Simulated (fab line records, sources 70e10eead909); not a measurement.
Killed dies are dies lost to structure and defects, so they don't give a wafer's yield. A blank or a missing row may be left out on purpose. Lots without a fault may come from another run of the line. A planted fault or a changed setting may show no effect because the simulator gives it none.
A struck lot beside a sound one | flow nand_harc | 15 steps out of a route of 1159
Sound: wafers L977.2, L977.3, L977.4. Struck: wafers L983.2, L983.5. (L983.3 of the same lot was not struck and is left out.) The cause comes at the end.
At each step with rows: each side's tool, then ch and its chambers, then its first start. Under that, the readings that differ: sound wafers | struck wafers | difference of the means | sigmas: that difference in standard deviations of wafers without a fault.
alike: readings whose means differ by less than 2 such deviations, and words and numbers that are the same on both sides. not compared: withheld readings, readings that some wafer has no value for, bounds like >300 that may hide the same value, and numbers for which the record gives no deviation and whose values overlap.
The two part at a step that has a row with sigmas, a row that says differs or no value, or rows on one side only. Numbers that don't overlap but have no deviation are shown without sigmas and don't part them. A reading that every wafer of one side lacks parts them only if that side has two wafers or more.

first, 7 steps without rows for these wafers: NHARC_P_STI_COAT_41 (time 65 s); NHARC_P_STI_COAT_03 (resist thk 600 nm); NHARC_P_STI_SOFTBAKE_04 (time 70 s); NHARC_P_STI_EBR_05; NHARC_P_STI_EXPOSE_06 (exposes mask P STI, target cd 200 nm); NHARC_P_STI_PEB_07 (peb time 80 s); NHARC_P_STI_DEVELOP_08 (time 50 s).
NHARC_P_STI_CD_MEAS_09: target cd 200 nm.
  sound on cd_sem-02 ch 0, day 6 02:31; struck on cd_sem-01 ch 0, day 7 13:53
  alike: cd_nm
NHARC_P_STI_OVL_MEAS_10:
  sound on overlay-01, day 6 02:37; struck on overlay-01, day 7 13:58
  alike: overlay_x_nm, overlay_y_nm
NHARC_P_STI_INSPECT_11:
  sound on defect_inspect-01, day 6 02:38; struck on defect_inspect-02, day 7 14:00
  alike: raw_defect_count
then, 1 step without rows for these wafers: NHARC_P_STI_HARDBAKE_13 (time 65 s).
NHARC_P_STI_DESCUM_14: chemistry O2, time 3 s.
  sound on rie_diel-13 ch 0,2,3, day 6 02:47; struck on rie_diel-13 ch 1,2, day 7 14:08
  alike: drypump_motor_current_A, mfc_ar_sccm, oes_product_au, rf_vpp_V, showerhead_plenum_p_Torr, throttle_valve_pct
  not compared: rf_hours_counter_h
NHARC_P_STI_ETCH_42: etches the open film in N2/H2, target depth 80 nm, overetch 24 nm, time 61 s.
  sound on rie_diel-13 ch 0,1,2, day 6 02:52; struck on rie_diel-13 ch 2, day 7 14:14
  reading               | sound             | struck      | difference | sigmas
  oes_product_au (a.u.) | 1.004 0.995 0.998 | 0.821 0.822 | -0.178     | -22
  alike: drypump_motor_current_A, h2_flow_sccm, mfc_ar_sccm, rf_fwd_power_W, rf_vpp_V, showerhead_plenum_p_Torr, throttle_valve_pct
  not compared: rf_hours_counter_h
NHARC_P_STI_ETCH_31: etches the open film in CF4/CHF3, target depth 108.9 nm, time 54.5 s.
  sound on rie_diel-13 ch 0,2,3; struck on rie_diel-13 ch 1,2
  reading               | sound             | struck      | difference | sigmas
  oes_product_au (a.u.) | 0.983 0.990 0.966 | 0.937 0.943 | -0.040     | -2
  alike: drypump_motor_current_A, mfc_ar_sccm, rf_fwd_power_W, rf_vpp_V, showerhead_plenum_p_Torr, throttle_valve_pct
  not compared: rf_hours_counter_h
-- the record jumps here: 17 days lie between the struck wafers' starts before and after (it left off in module P_STI and takes up again in module END, whose first step shown is number 1159 of the route) --
NHARC_END_SORT_01:
  sound on prober-02 ch 0, day 22 14:09; struck on prober-01 ch 0, day 24 11:49
  reading             | sound    | struck  | difference | sigmas
  killed_at_array     | 18 17 13 | 44 52   | +32        | +3
  killed_at_periphery | 4 3 7    | 59 82   | +66        | +30
  killed_dies         | 22 21 21 | 103 134 | +97        | +9
  killed_open         | 6 7 7    | 0 4     | -5         | -3
  alike: killed_at_other, killed_short

WHERE THEY PART
First at NHARC_P_STI_ETCH_42; last, within this record, at NHARC_END_SORT_01.

WHY: what the simulator had put in
Process parameter drift: rie_diel-13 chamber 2, from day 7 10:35 on, at NHARC_P_STI_ETCH_42. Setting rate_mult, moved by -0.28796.
